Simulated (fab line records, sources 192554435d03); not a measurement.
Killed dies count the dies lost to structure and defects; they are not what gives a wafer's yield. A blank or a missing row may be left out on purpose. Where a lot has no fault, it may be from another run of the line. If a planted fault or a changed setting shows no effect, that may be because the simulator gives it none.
fab line records    flow n5_finfet
record: lots: 7  wafers: 20  last_day: 19
route steps=1938 shown START@1 ZERO_LAYER@2 PASSIVATION@1936
lots with no fault: from the same line, run without faults
start_h: hours from the record's opening day to when the first of the lot's shown wafers began    wait_h: time in hours since the lot's previous step    " identical to the entry in the row above    L1.1+2: a row that stands for several wafers    - no value, or no start given    * or withheld: withheld    < > ~ a bound
route shown NAME@n: names a module that has steps shown in the file, with the first one's number in the route    usual: mean and standard deviation over wafers with no fault    same: alike in all rows    chamber/n: place in a boat    sites: readings site by site    _std_site: standard deviation across them    _edge_site: mean of outer sites minus mean of inner sites    radius_mm: how far each site lies from the wafer's centre    mask NAME#n: copy n    behind: the most recent tool/chamber to have shaped the wafer    hold: the reason the lot was held/the length of the hold in hours/how it ended    device: names the non-switching transistor (n, p or np)    end of line: tests run on the same wafers once the route is complete    a step with no rows: only its recipe    killed: the dies lost at the first sort to structure and to defects; this is not the yield of the wafer    map: a wafer's dies, x killed, . not, _ none there
set.NAME: the setting the step ran with; set.NAME@STEP: the setting that earlier step ran with    model.NAME: the simulator's own value behind a step, which no gauge read
lots at some steps of the route; a table a step, a row a wafer
services: from which hour (start_h, from the record's first day; less than 0 if before it) a tool's chamber was out of use, for how many hours, and why
== steps ==
step: N5_START_INSPECT_01
recipe: inspect_instrument: unpatterned_scan  mode: incoming
usual: raw_defect_count: 6/3.3
lot.wafer  tool               chamber  start_h  wait_h  raw_defect_count
L571.1     defect_inspect-01  -        60.03    -       7
L571.3     "                  -        "        "       6
L571.6     "                  -        "        "       7
L575.3     defect_inspect-02  -        84.03    -       7
L575.5     "                  -        "        "       10
L575.6     "                  -        "        "       3
L581.1     defect_inspect-02  -        120.03   -       6
L581.2     "                  -        "        "       7
L581.6     "                  -        "        "       8
L582.2     defect_inspect-02  -        126.03   -       4
L582.4     "                  -        "        "       4
L582.6     "                  -        "        "       6
L583.3     defect_inspect-01  -        132.03   -       3
L583.4     "                  -        "        "       13
L583.6     "                  -        "        "       2
L585.1     defect_inspect-02  -        144.03   -       15
L585.2     "                  -        "        "       9
L585.4     "                  -        "        "       19
L586.2     defect_inspect-01  -        150.03   -       6
L586.6     "                  -        "        "       8
step: N5_ZERO_LAYER_PRECLEAN_00
recipe: chemistry: SPM  time_s: 600  temp_c: 120  mix: 4:1
step: N5_ZERO_LAYER_SRD_01
recipe: time_s: 30  temp_c: 23  rinse_liquid: diw  dry: n2_spin  spin_rpm: 1500  dry_time_s: 30
step: N5_ZERO_LAYER_PECVD_02
recipe: material: SiO2  target_thk_a: 100  temp_c: 400  precursor: SiH4/N2O  pressure_torr: 0.75  rf_w: 275  time_s: 6
usual: heater_power_w: 842/110  showerhead_plenum_p_Torr: 8.14/0.16  susceptor_temp_C: 400.01/0.21
lot.wafer  tool      chamber  start_h  wait_h  heater_power_w  showerhead_plenum_p_Torr  since_wet_clean_h  susceptor_temp_C
L571.1     pecvd-01  0        60.28    0.0     811             8.31                      764                399.95
L571.3     "         2        "        "       856             8.18                      -                  399.77
L571.6     "         2        "        "       864             8.21                      -                  400.35
L575.3     pecvd-04  1        84.28    0.0     785             8.28                      1876               400.15
L575.5     "         2        "        "       969             7.97                      -                  400.00
L575.6     "         1        "        "       772             8.31                      -                  400.25
L581.1     pecvd-04  1        120.28   0.0     708             8.29                      1912               399.85
L581.2     "         0        "        "       938             7.91                      1187               400.21
L581.6     "         0        "        "       937             7.93                      -                  399.96
L582.2     pecvd-01  1        126.28   0.0     1057            8.15                      1555               400.21
L582.4     "         1        "        "       1091            8.13                      -                  400.01
L582.6     "         0        "        "       735             8.31                      -                  399.99
L583.3     pecvd-04  1        132.31   0.1     719             8.29                      -                  399.80
L583.4     "         0        "        "       946             7.93                      -                  400.31
L583.6     "         1        "        "       713             8.32                      -                  399.87
L585.1     pecvd-02  1        144.28   0.0     694             8.19                      1392               399.95
L585.2     "         0        "        "       815             8.31                      667                399.75
L585.4     "         0        "        "       822             8.32                      -                  399.95
L586.2     pecvd-02  1        150.28   0.0     614             8.19                      1398               400.46
L586.6     "         2        "        "       807             8.22                      -                  399.69
step: N5_ZERO_LAYER_HMDS_04
recipe: time_s: 60  temp_c: 120
step: N5_ZERO_LAYER_COAT_05
recipe: spin_rpm: 1500  resist_thk_nm: 1000
step: N5_ZERO_LAYER_EBR_07
recipe: solvent: PGMEA  ebr_width_mm: 1.5
step: N5_ZERO_LAYER_SOFTBAKE_06
recipe: temp_c: 100  time_s: 90
step: N5_ZERO_LAYER_EXPOSE_08
recipe: mask_id: ZERO  na: 0.55  source_shape: conventional  sigma_outer: 0.8  polarization: unpolarized  defocus_nm: 0  target_cd_nm: 2000  dose_mj: 16.2
usual: exposure_dose_mJ_cm2: 16.198/0.017  reticle_temp_C: 23.00/0.11
same: na: 0.55
lot.wafer  tool            chamber  start_h  wait_h  mask    exposure_dose_mJ_cm2  reticle_temp_C
L571.1     krf_scanner-01  0        60.61    -       ZERO#0  16.213                23.11
L571.3     "               0        "        "       ZERO#0  16.205                22.99
L571.6     "               0        "        "       ZERO#0  16.186                22.95
L575.3     krf_scanner-02  0        84.60    -       ZERO#0  16.196                23.01
L575.5     "               0        "        "       ZERO#0  16.198                22.96
L575.6     "               0        "        "       ZERO#0  16.193                22.84
L581.1     krf_scanner-01  0        120.47   -       ZERO#0  13.773                22.80
L581.2     "               0        "        "       ZERO#0  13.741                23.00
L581.6     "               0        "        "       ZERO#0  13.771                22.90
L582.2     krf_scanner-01  0        126.50   -       ZERO#0  14.240                23.13
L582.4     "               0        "        "       ZERO#0  14.216                23.03
L582.6     "               0        "        "       ZERO#0  14.256                23.07
L583.3     krf_scanner-01  0        132.50   -       ZERO#0  14.631                23.15
L583.4     "               0        "        "       ZERO#0  14.637                23.11
L583.6     "               0        "        "       ZERO#0  14.624                23.19
L585.1     krf_scanner-02  0        144.59   -       ZERO#0  16.197                23.02
L585.2     "               0        "        "       ZERO#0  16.186                23.00
L585.4     "               0        "        "       ZERO#0  16.189                23.15
L586.2     krf_scanner-02  0        150.47   -       ZERO#0  16.219                22.89
L586.6     "               0        "        "       ZERO#0  16.206                22.87
step: N5_ZERO_LAYER_PEB_09
recipe: peb_temp_c: withheld  peb_time_s: *
step: N5_ZERO_LAYER_DEVELOP_10
recipe: develop_time_s: 60  rinse_liquid: diw  dry: air_spin  dev_temp_c: 21
step: N5_ZERO_LAYER_HARDBAKE_23
recipe: temp_c: 130  time_s: 120
step: N5_ZERO_LAYER_CD_MEAS_11
recipe: target_cd_nm: 2000  landing_energy_ev: 500  detector: se_inlens
usual: cd_nm: 1999.3/2.5
lot.wafer  tool       chamber  start_h  wait_h  cd_nm
L571.1     cd_sem-03  0        60.79    -       2000.9
L571.3     "          0        "        "       1996.3
L571.6     "          0        "        "       2000.0
L575.3     cd_sem-03  0        84.77    -       1999.6
L575.5     "          0        "        "       2001.6
L575.6     "          0        "        "       1998.6
L581.1     cd_sem-01  0        120.64   -       1968.1
L581.2     "          0        "        "       1969.8
L581.6     "          0        "        "       1964.6
L582.2     cd_sem-01  0        126.67   -       1976.5
L582.4     "          0        "        "       1974.3
L582.6     "          0        "        "       1974.4
L583.3     cd_sem-01  0        132.67   -       1975.7
L583.4     "          0        "        "       1976.5
L583.6     "          0        "        "       1976.4
L585.1     cd_sem-03  0        144.77   -       2002.9
L585.2     "          0        "        "       1998.3
L585.4     "          0        "        "       1998.1
L586.2     cd_sem-01  0        150.64   -       1996.8
L586.6     "          0        "        "       1999.0
step: N5_ZERO_LAYER_DESCUM_16
recipe: chemistry: O2  time_s: 7.9  source_power_w: 50  bias_power_w: 20  pressure_mtorr: 20  rf_frequency_hz: 2.712e+07  temp_c: 40  o2_flow_sccm: 225
usual: drypump_motor_current_A: 5.80/0.25  oes_product_au: 0.79/0.077  rf_vpp_V: 243.5/1.3  showerhead_plenum_p_Torr: 2.10/0.059  throttle_valve_pct: 20.28/0.28
lot.wafer  tool         chamber  start_h  wait_h  drypump_motor_current_A  oes_product_au  rf_hours_counter_h  rf_vpp_V  showerhead_plenum_p_Torr  throttle_valve_pct  model.ZERO_LAYER.cd_nm
L571.1     rie_diel-01  3        60.83    0.0     5.84                     0.69            231                 243.7     2.12                      20.08               2001
L571.3     "            0        "        "       5.67                     0.88            31                  241.3     2.06                      19.93               1996
L571.6     "            0        "        "       5.67                     0.88            -                   242.8     2.06                      19.97               2000
L575.3     rie_diel-05  3        84.80    0.0     5.75                     0.88            57                  242.9     2.03                      19.90               1999
L575.5     "            0        "        "       5.81                     0.75            -                   243.2     2.09                      20.47               -
L575.6     "            3        "        "       5.74                     0.87            -                   243.0     2.03                      19.91               1998
L581.1     rie_diel-05  3        120.68   0.0     5.77                     0.85            68                  242.1     2.02                      19.93               1968
L581.2     "            2        "        "       5.66                     0.71            215                 243.0     2.10                      21.01               1969
L581.6     "            1        "        "       5.19                     0.72            -                   242.2     2.01                      20.72               1964
L582.2     rie_diel-01  2        126.78   0.1     5.67                     0.71            194                 243.6     2.16                      20.59               1977
L582.4     "            1        "        "       6.12                     0.85            50                  243.5     2.10                      20.20               1974
L582.6     "            0        "        "       5.69                     0.85            -                   241.8     2.06                      19.96               1974
L583.3     rie_diel-01  1        132.70   0.0     6.09                     0.85            51                  243.2     2.10                      20.20               1976
L583.4     "            2        "        "       5.67                     0.70            195                 244.3     2.16                      20.60               1977
L583.6     "            3        "        "       5.83                     0.68            -                   246.0     2.12                      20.11               1976
L585.1     rie_diel-06  2        145.03   0.3     6.03                     0.78            113                 243.0     2.04                      20.65               2003
L585.2     "            3        "        "       5.41                     0.86            37                  244.8     2.19                      20.20               -
L585.4     "            0        "        "       5.88                     0.75            137                 245.1     2.16                      20.29               1998
L586.2     rie_diel-06  1        150.68   0.0     6.21                     0.74            202                 240.8     1.98                      20.12               1997
L586.6     "            3        "        "       5.41                     0.85            -                   245.5     2.19                      20.19               1999
step: N5_ZERO_LAYER_ETCH_17
recipe: chemistry: CF4  target: SiO2  target_depth_a: 120  time_s: 13.3  ion_energy_ev: 350  pressure_mtorr: 40  source_w: 450  bias_w: 215  Ar_flow_sccm: 100  cf4_flow_sccm: 100
usual: bias_w: 214.9/0.6  drypump_motor_current_A: 5.80/0.25  oes_product_au: 0.79/0.07  rf_vpp_V: 950/4.3  showerhead_plenum_p_Torr: 2.16/0.071  throttle_valve_pct: 15.59/0.23
lot.wafer  tool         chamber  start_h  wait_h  bias_w  drypump_motor_current_A  oes_product_au  rf_hours_counter_h  rf_vpp_V  showerhead_plenum_p_Torr  throttle_valve_pct
L571.1     rie_diel-01  3        60.86    0.0     214.7   5.84                     0.72            231                 952       2.21                      15.72
L571.3     "            0        "        "       215.2   5.67                     0.89            31                  945       2.10                      15.13
L571.6     "            0        "        "       215.8   5.72                     0.89            -                   946       2.10                      15.12
L575.3     rie_diel-05  3        84.84    0.0     215.0   5.76                     0.90            57                  946       2.10                      15.27
L575.5     "            0        "        "       214.8   5.76                     0.74            -                   948       2.13                      15.71
L575.6     "            3        "        "       214.1   5.74                     0.90            -                   946       2.10                      15.26
L581.1     rie_diel-05  3        120.72   0.0     215.1   5.76                     0.87            68                  944       2.09                      15.28
L581.2     "            2        "        "       216.2   5.64                     0.69            215                 948       2.12                      16.05
L581.6     "            1        "        "       215.2   5.20                     0.74            -                   944       2.05                      15.91
L582.2     rie_diel-01  2        126.82   0.0     215.2   5.68                     0.72            194                 953       2.20                      15.80
L582.4     "            1        "        "       215.3   6.12                     0.85            50                  951       2.17                      15.51
L582.6     "            0        "        "       216.2   5.68                     0.85            -                   946       2.09                      15.17
L583.3     rie_diel-01  1        132.74   0.0     214.9   6.10                     0.85            51                  951       2.17                      15.52
L583.4     "            2        "        "       214.5   5.67                     0.73            195                 955       2.20                      15.79
L583.6     "            3        "        "       216.1   5.85                     0.70            -                   953       2.21                      15.76
L585.1     rie_diel-06  2        145.07   0.0     215.0   5.99                     0.77            113                 944       2.06                      15.65
L585.2     "            3        "        "       215.8   5.42                     0.85            37                  959       2.28                      15.70
L585.4     "            0        "        "       214.8   5.89                     0.76            137                 954       2.24                      15.71
L586.2     rie_diel-06  1        150.71   0.0     215.3   6.21                     0.76            202                 943       2.05                      15.51
L586.6     "            3        "        "       214.8   5.42                     0.84            -                   957       2.28                      15.70
step: N5_ZERO_LAYER_ETCH_18
recipe: chemistry: HBr/Cl2  target: Si  target_depth_a: 1200  time_s: 40  pressure_mtorr: 10  icp_w: 800  bias_w: 75  HBr_flow_sccm: 150  Cl2_flow_sccm: 80
usual: HBr_flow_sccm: 150.0/0.47  bias_w: 75.04/0.23  drypump_motor_current_A: 5.7/0.5  mfc_cl2_sccm: 80.02/0.2  oes_product_au: 1.003/0.011  throttle_valve_pct: 36.3/0.57
lot.wafer  tool       chamber  start_h  wait_h  HBr_flow_sccm  bias_w  drypump_motor_current_A  mfc_cl2_sccm  oes_product_au  rf_hours_counter_h  throttle_valve_pct  model.ZERO_LAYER.cd_nm
L571.1     rie_si-04  3        60.94    0.0     150.3          74.69   5.8                      80.11         0.998           106                 37.1                2001
L571.3     "          1        "        "       150.3          75.38   5.5                      80.18         1.026           118                 36.1                1996
L571.6     "          1        "        "       149.1          75.25   5.5                      80.08         1.015           -                   36.1                2000
L575.3     rie_si-03  3        84.91    0.0     150.3          74.83   6.3                      79.92         0.998           14                  37.0                1999
L575.5     "          1        "        "       149.9          74.93   5.6                      80.10         0.988           -                   35.8                2002
L575.6     "          0        "        "       150.3          75.31   5.5                      80.05         1.035           -                   35.7                1998
L581.1     rie_si-01  0        120.79   0.0     150.7          74.90   5.6                      80.01         1.001           7                   36.3                1968
L581.2     "          1        "        "       150.8          74.68   4.6                      79.95         1.012           178                 36.4                1969
L581.6     "          2        "        "       150.8          75.66   6.4                      80.16         0.997           -                   35.2                1964
L582.2     rie_si-03  2        126.90   0.1     149.2          75.28   5.7                      80.00         0.996           172                 36.7                1977
L582.4     "          0        "        "       149.8          74.57   5.5                      80.03         1.015           1                   35.7                1974
L582.6     "          3        "        "       150.4          75.34   6.3                      79.83         0.999           -                   37.0                1974
L583.3     rie_si-03  1        132.81   0.0     150.0          75.30   5.6                      79.76         0.995           36                  35.8                1976
L583.4     "          3        "        "       149.5          75.10   6.3                      80.35         0.998           15                  36.9                1977
L583.6     "          1        "        "       150.5          75.24   5.6                      79.92         0.995           -                   35.8                1976
L585.1     rie_si-01  1        145.14   0.0     150.5          74.74   4.6                      80.14         1.012           179                 36.4                2003
L585.2     "          3        "        "       149.3          74.67   5.6                      80.05         1.003           84                  37.0                1998
L585.4     "          2        "        "       149.4          75.31   6.4                      79.96         0.991           -                   35.2                1998
L586.2     rie_si-01  2        150.79   0.0     149.9          74.90   6.4                      79.86         0.999           34                  35.2                1997
L586.6     "          0        "        "       149.6          75.03   5.7                      79.69         1.003           -                   36.3                1999
step: N5_ZERO_LAYER_STRIP_24
recipe: chemistry: O2  power_w: 1000  temp_c: 250  overash_fraction: 0.3  pressure_mtorr: 1000  o2_flow_sccm: 6750
usual: drypump_motor_current_A: 5.8/0.34  heater_power_w: 327/25  oes_product_au: 0.647/0.0046  strip_time_to_endpoint_s: 43.82/0.099
lot.wafer  tool             chamber  start_h  wait_h  drypump_motor_current_A  heater_power_w  oes_product_au  rf_hours_counter_h  strip_time_to_endpoint_s
L571.1     plasma_asher-01  0        61.04    0.1     6.2                      300             0.653           84                  43.83
L571.3     "                1        "        "       5.4                      351             0.648           -                   43.84
L571.6     "                0        "        "       6.2                      306             0.644           -                   43.77
L575.3     plasma_asher-02  1        85.04    0.1     5.6                      311             0.645           -                   44.03
L575.5     "                1        "        "       5.6                      300             0.646           -                   44.10
L575.6     "                0        "        "       6.0                      346             0.648           -                   43.96
L581.1     plasma_asher-01  1        120.89   0.1     5.4                      352             0.645           95                  43.88
L581.2     "                0        "        "       6.2                      302             0.655           95                  43.95
L581.6     "                0        "        "       6.1                      307             0.639           -                   43.85
L582.2     plasma_asher-02  0        127.00   0.1     6.1                      363             0.645           50                  43.96
L582.4     "                1        "        "       5.6                      305             0.644           -                   43.91
L582.6     "                0        "        "       6.0                      357             0.644           -                   43.91
L583.3     plasma_asher-02  1        132.94   0.1     5.6                      297             0.650           -                   43.87
L583.4     "                0        "        "       6.0                      359             0.649           -                   43.84
L583.6     "                1        "        "       5.5                      304             0.640           -                   43.85
L585.1     plasma_asher-01  0        145.24   0.1     6.2                      302             0.646           99                  43.73
L585.2     "                1        "        "       5.3                      333             0.651           99                  43.93
L585.4     "                0        "        "       6.2                      308             0.637           -                   43.76
L586.2     plasma_asher-01  0        150.89   0.1     6.1                      307             0.649           100                 43.82
L586.6     "                0        "        "       6.2                      305             0.646           -                   43.88
step: N5_PASSIVATION_PROBE_49
usual: defect_limited_yield: 91.2/1.4  killed_at_M0_to_M3: 34/9.3  killed_at_M4_up: 14/5.9  killed_at_contacts: 14/5.7  killed_at_front_end: 38/10  killed_at_other: 4/3.2  killed_dies: 104/17  killed_open: 67/13  killed_short: 33/6.9  sort_bin_5_function: 5.2/1  sort_bin_6_memory: 3.3/0.61  sort_bin_8_speed: 0.3/1.8  sort_n_pass: 1069/52  sort_yield_pct: 91/4.4
same: gross_dies: 1180  killed_at_back_side: 0  sort_bin_4_leakage[%]: 0
lot.wafer  tool       chamber  start_h  wait_h  defect_limited_yield[%]  killed_at_M0_to_M3  killed_at_M4_up  killed_at_contacts  killed_at_front_end  killed_at_other  killed_dies  killed_open  killed_short  sort_bin_5_function[%]  sort_bin_6_memory[%]  sort_bin_8_speed[%]  sort_n_pass  sort_yield_pct[%]
L571.3     prober-01  -        372.05   0.1     90.6                     46                  15               12                  31                   7                111          73           32            5.4                     4.0                   0                    1069         91
L571.6     prober-01  -        372.20   0.3     93.5                     21                  13               5                   36                   2                77           42           30            2.9                     3.3                   0                    1103         93
killed by level:class
L571.3 BEOL_M0_SAQP:geometric_particle:open=14 BEOL_M3:geometric_particle:open=10 MOL_CONTACT_COAG:geometric_particle:open=8 BEOL_M0_SAQP:geometric_particle:short=7 FIN_SAQP:geometric_particle:open=6 FIN_SAQP:geometric_particle:short=6 DUMMY_GATE:geometric_particle:open=5 BEOL_M1:geometric_particle:open=5
L571.6 DUMMY_GATE:geometric_particle:open=7 FIN_SAQP:geometric_particle:short=6 STI_FIN_REVEAL:geometric_particle:open=6 BEOL_M0_SAQP:geometric_particle:open=6 BEOL_M0_SAQP:geometric_particle:short=5 FIN_SAQP:geometric_particle:open=4 STARTING-WAFER:geometric_particle:short=4 SDB:geometric_particle:short=3
== services ==
tool            chamber  start_h  hours  kind
rie_diel-05     -        36.84    3.3    repair
krf_scanner-01  -        41.95    0.8    pm
rie_diel-01     0        41.96    13.1   repair
rie_diel-05     1        47.74    9.5    repair
pecvd-01        2        50.15    7.6    repair
krf_scanner-01  -        54.57    1.0    pm
rie_diel-06     -        55.42    2.8    pm
pecvd-01        1        56.72    9.6    repair
rie_diel-05     3        59.32    3.6    repair
krf_scanner-02  -        63.93    0.8    pm
rie_si-03       3        65.05    3.2    repair
krf_scanner-02  -        67.79    1.3    pm
rie_si-03       -        77.39    0.4    repair
rie_diel-05     2        86.52    6.5    repair
pecvd-04        -        110.51   0.4    repair
krf_scanner-01  -        113.19   0.8    repair
krf_scanner-02  -        114.36   1.0    pm
rie_si-01       0        122.45   26.4   repair
rie_diel-06     -        132.24   0.2    repair
rie_diel-01     2        137.63   13.2   repair
krf_scanner-02  -        139.86   4.4    pm
rie_si-03       3        140.43   4.8    repair
rie_diel-06     -        142.13   0.4    repair
rie_diel-01     3        145.39   3.7    repair
== key ==
first_sign: step: N5_ZERO_LAYER_EXPOSE_08  reading: exposure_dose_mJ_cm2  direction: down  sigmas: 99+  usual: 16.198  struck: 14.210
effect: step: N5_ZERO_LAYER_CD_MEAS_11  reading: cd_nm  direction: down  sigmas: 11  usual: 1999.3  struck: 1972.9  through: control_loop
model_effect: step: N5_ZERO_LAYER_DESCUM_16  value: ZERO_LAYER.cd_nm  without: 1998  struck: 1973
model_effect: step: N5_ZERO_LAYER_ETCH_18  value: ZERO_LAYER.cd_nm  without: 1998  struck: 1973
met_at N5_ZERO_LAYER_EXPOSE_08
struck_wafers L581.1,L581.2,L581.6,L582.2,L582.4,L582.6,L583.3,L583.4,L583.6
rows_end L581.1,L581.2,L581.6,L582.2,L582.4,L582.6,L583.3,L583.4,L583.6
loop_trim: step: N5_ZERO_LAYER_EXPOSE_08  setting: dose  lots: L582,L583
onset_between 60.61 120.47
fault: kind: process_parameter_drift  tool: krf_scanner-01  chamber: -  onset_h: 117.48  steps: N5_ZERO_LAYER_EXPOSE_08  channel: dose_mj  offset: -2.4279  shape: step  acts_in: these_recipes_only  stated: 16.2
rows_end: these wafers met a further fault down the route, and their rows from its step on are left out
loop_trim: a control loop set the setting to another value than it would have without faults
